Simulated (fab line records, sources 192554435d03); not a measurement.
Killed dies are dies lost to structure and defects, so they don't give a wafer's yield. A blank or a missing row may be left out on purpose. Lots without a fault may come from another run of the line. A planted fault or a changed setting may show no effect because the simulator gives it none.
Chamber matching | flow n5_finfet | N5_SDB_ALD_29 on ald_sin-04: 4 sister chambers
The step deposits SiNx, target thk 30 nm, pulse time 1 s, ald cycles 600. 8 wafers are shown with their chamber, then 7 later ones without.

WAFERS WITH THEIR CHAMBER
wafer  | chamber | heater_power_w (W) | heater_power_outer_w (W)
L082.3 | 2       | 783                | 470
L083.5 | 3       | 931                | 519
L083.6 | 0       | 830                | 492
L085.4 | 1       | 829                | 506
L085.5 | 2       | 751                | 478
L085.6 | 1       | 836                | 522
L090.3 | 3       | 920                | 526
L090.4 | 0       | 822                | 491

WAFERS WITHOUT THEIR CHAMBER
wafer  | heater_power_w (W) | heater_power_outer_w (W)
L090.6 | 844                | 519
L091.2 | 826                | 518
L091.4 | 793                | 474
L091.5 | 914                | 514
L094.2 | 925                | 519
L094.3 | 784                | 468
L094.6 | 824                | 496

WHICH CHAMBER EACH WENT THROUGH
wafer  | from the rows above     | in truth
L090.6 | 1                       | 1
L091.2 | 1                       | 1
L091.4 | can't be placed: 2 or 0 | 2
L091.5 | 3                       | 3
L094.2 | 3                       | 3
L094.3 | 2                       | 2
L094.6 | 0                       | 0
Placed correctly: 6 of 7. Can't be placed from these rows: 1 (the true chamber is among the candidates in 1). Placed wrongly: 0.
How it was worked out, from the rows above alone: a wafer's distance from a chamber is the root of the sum, over the readings, of the square of ((its reading less the chamber's mean) divided by the reading's scatter). The wafer belongs to the nearest chamber; if the next one is less than 2 further off, it can't be placed. A chamber's mean is the mean of its shown wafers. The scatter: the root of (the sum of the squares of (reading less its chamber's mean) over the shown wafers, divided by (wafers less chambers)).
